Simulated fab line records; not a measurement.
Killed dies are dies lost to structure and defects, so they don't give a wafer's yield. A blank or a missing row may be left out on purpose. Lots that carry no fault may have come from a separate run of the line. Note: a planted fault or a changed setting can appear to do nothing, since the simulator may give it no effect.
Lot-split experiment || flow n5_finfet || route with 1938 steps; 7 lots, 21 wafers read

== ABOUT THE SPLIT ==
At N5_MOL_CONTACT_COAG_COAT_76 (time 60 s, resist thk 10 nm), the setting spin_rpm was moved away from the recipe's 1500 rpm on 5 of the 21 wafers read, by -8.1% to +3.3%. The other wafers ran this setting at the recipe's value.

== FROM THE SPLIT TO THE READING: what the file shows between them, 4 steps ==
- N5_MOL_CONTACT_COAG_COAT_77: time 60 s, resist thk 10 nm
- N5_MOL_CONTACT_COAG_COAT_78: resist thk 40 nm
- N5_MOL_CONTACT_COAG_DESCUM_88: chemistry O2, time 7 s
- N5_MOL_CONTACT_COAG_ETCH_89: etches underlayer in N2/H2, target depth 13 nm, time 10.4 s

== THE READING ==
etch.depth_nm (the simulator's own value, which no gauge read), in nm, at N5_MOL_CONTACT_COAG_ETCH_90 (etches SiARC in CF4, target depth 13 nm, time 21.7 s). The file does not state a usual value for it. The 16 wafers here that ran the recipe average 10.002 nm, standard deviation 0.028 nm.

{"wafer": "L077.4", "tool, chamber at the split": "litho_track-04, 0", "spin_rpm as run, rpm": 1435, "against the recipe": "-4.3%", "etch.depth_nm, nm": 10.24, "against lot-mates on the recipe": "+0.220"}
{"wafer": "L077.5", "tool, chamber at the split": "litho_track-04, 0", "spin_rpm as run, rpm": 1435, "against the recipe": "-4.3%", "etch.depth_nm, nm": 10.23, "against lot-mates on the recipe": "+0.210"}
{"wafer": "L077.6", "tool, chamber at the split": "litho_track-04, 0", "spin_rpm as run, rpm": 1500, "against the recipe": "recipe", "etch.depth_nm, nm": 10.02, "against lot-mates on the recipe": "-"}
{"wafer": "L078.1", "tool, chamber at the split": "litho_track-05, 0", "spin_rpm as run, rpm": 1500, "against the recipe": "recipe", "etch.depth_nm, nm": 10.02, "against lot-mates on the recipe": "-"}
{"wafer": "L078.4", "tool, chamber at the split": "litho_track-05, 0", "spin_rpm as run, rpm": 1500, "against the recipe": "recipe", "etch.depth_nm, nm": 10.01, "against lot-mates on the recipe": "-"}
{"wafer": "L078.5", "tool, chamber at the split": "litho_track-05, 0", "spin_rpm as run, rpm": 1500, "against the recipe": "recipe", "etch.depth_nm, nm": 10.03, "against lot-mates on the recipe": "-"}
{"wafer": "L080.2", "tool, chamber at the split": "litho_track-02, 0", "spin_rpm as run, rpm": 1500, "against the recipe": "recipe", "etch.depth_nm, nm": 10.03, "against lot-mates on the recipe": "-"}
{"wafer": "L080.3", "tool, chamber at the split": "litho_track-02, 0", "spin_rpm as run, rpm": 1500, "against the recipe": "recipe", "etch.depth_nm, nm": 10.05, "against lot-mates on the recipe": "-"}
{"wafer": "L080.5", "tool, chamber at the split": "litho_track-02, 0", "spin_rpm as run, rpm": 1500, "against the recipe": "recipe", "etch.depth_nm, nm": 9.987, "against lot-mates on the recipe": "-"}
{"wafer": "L084.2", "tool, chamber at the split": "litho_track-02, 0", "spin_rpm as run, rpm": 1500, "against the recipe": "recipe", "etch.depth_nm, nm": 9.992, "against lot-mates on the recipe": "-"}
{"wafer": "L084.4", "tool, chamber at the split": "litho_track-02, 0", "spin_rpm as run, rpm": 1500, "against the recipe": "recipe", "etch.depth_nm, nm": 9.998, "against lot-mates on the recipe": "-"}
{"wafer": "L084.6", "tool, chamber at the split": "litho_track-02, 0", "spin_rpm as run, rpm": 1500, "against the recipe": "recipe", "etch.depth_nm, nm": 10.02, "against lot-mates on the recipe": "-"}
{"wafer": "L087.1", "tool, chamber at the split": "litho_track-05, 0", "spin_rpm as run, rpm": 1500, "against the recipe": "recipe", "etch.depth_nm, nm": 9.941, "against lot-mates on the recipe": "-"}
{"wafer": "L087.2", "tool, chamber at the split": "litho_track-05, 0", "spin_rpm as run, rpm": 1500, "against the recipe": "recipe", "etch.depth_nm, nm": 9.95, "against lot-mates on the recipe": "-"}
{"wafer": "L087.3", "tool, chamber at the split": "litho_track-05, 0", "spin_rpm as run, rpm": 1549, "against the recipe": "+3.3%", "etch.depth_nm, nm": 9.794, "against lot-mates on the recipe": -0.151}
{"wafer": "L088.1", "tool, chamber at the split": "litho_track-05, 0", "spin_rpm as run, rpm": 1500, "against the recipe": "recipe", "etch.depth_nm, nm": 10.01, "against lot-mates on the recipe": "-"}
{"wafer": "L088.2", "tool, chamber at the split": "litho_track-05, 0", "spin_rpm as run, rpm": 1500, "against the recipe": "recipe", "etch.depth_nm, nm": 10, "against lot-mates on the recipe": "-"}
{"wafer": "L088.6", "tool, chamber at the split": "litho_track-05, 0", "spin_rpm as run, rpm": 1500, "against the recipe": "recipe", "etch.depth_nm, nm": 9.989, "against lot-mates on the recipe": "-"}
{"wafer": "L094.2", "tool, chamber at the split": "litho_track-05, 0", "spin_rpm as run, rpm": 1379, "against the recipe": "-8.1%", "etch.depth_nm, nm": 10.44, "against lot-mates on the recipe": "+0.461"}
{"wafer": "L094.3", "tool, chamber at the split": "litho_track-05, 0", "spin_rpm as run, rpm": 1500, "against the recipe": "recipe", "etch.depth_nm, nm": 9.979, "against lot-mates on the recipe": "-"}
{"wafer": "L094.5", "tool, chamber at the split": "litho_track-05, 0", "spin_rpm as run, rpm": 1379, "against the recipe": "-8.1%", "etch.depth_nm, nm": 10.45, "against lot-mates on the recipe": "+0.471"}

THE FIT
A straight line over all 21 wafers: etch.depth_nm changes by -0.0555 nm for each +1% of spin_rpm; r = -0.99; the points scatter about the line by 0.026 nm.
The same after taking each lot's own level away (the mean of its wafers on the recipe; 21 wafers): -0.0553 nm for each +1%; r = -0.99; scatter 0.018 nm.
On that fit, the largest move of spin_rpm shifts the reading by 0.45 nm.
The span of the lots' own levels, 9.9455 to 10.0223 nm, comes to 2.8 times the standard deviation stated above.
The two slopes are in agreement: the lot-to-lot level therefore moves the slope only a little.
Check: for one of the wafers moved furthest among these (-8.1%), held out of the fit, the line's prediction against its lot-mates is +0.438 nm. It came out at +0.461 nm against them.

== ADDITIONAL SPLITS CARRIED BY THESE WAFERS ==
Note: prior to the reading, these wafers also went through further splits. Each is held against what the fit with the lots' levels taken away leaves over:
{"other split on the same wafers": "N5_GATE_CUT_DESCUM_18 time_s", "wafers away from the commonest value": 8, "r with etch.depth_nm (lot level and that fit taken away)": -0.10}
{"other split on the same wafers": "N5_MOL_CONTACT_COAG_ALD_27 ald_cycles", "wafers away from the commonest value": 5, "r with etch.depth_nm (lot level and that fit taken away)": "+0.06"}

== THE WHOLE CHAIN: every reading that the file lists as answering this split, in the file's order ==
{"step": "N5_MOL_CONTACT_COAG_COAT_76", "what it does": "time 60 s, resist thk 10 nm", "reading": "SiARC_of_MOL_CONTACT_COAG_COAT_76.thk_nm (the simulator's own value, which no gauge read)", "change (the file's fit)": "-0.0502 nm for each +1% of the setting", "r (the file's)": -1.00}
{"step": "N5_MOL_CONTACT_COAG_ETCH_90", "what it does": "etches SiARC in CF4, target depth 13 nm, time 21.7 s", "reading": "etch.depth_nm (the simulator's own value, which no gauge read)", "change (the file's fit)": "-0.0544 nm for each +1% of the setting", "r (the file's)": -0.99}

== THE FILE'S OWN FIT ==
etch.depth_nm changes by -0.0544 nm for each +1% of spin_rpm, r = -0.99.
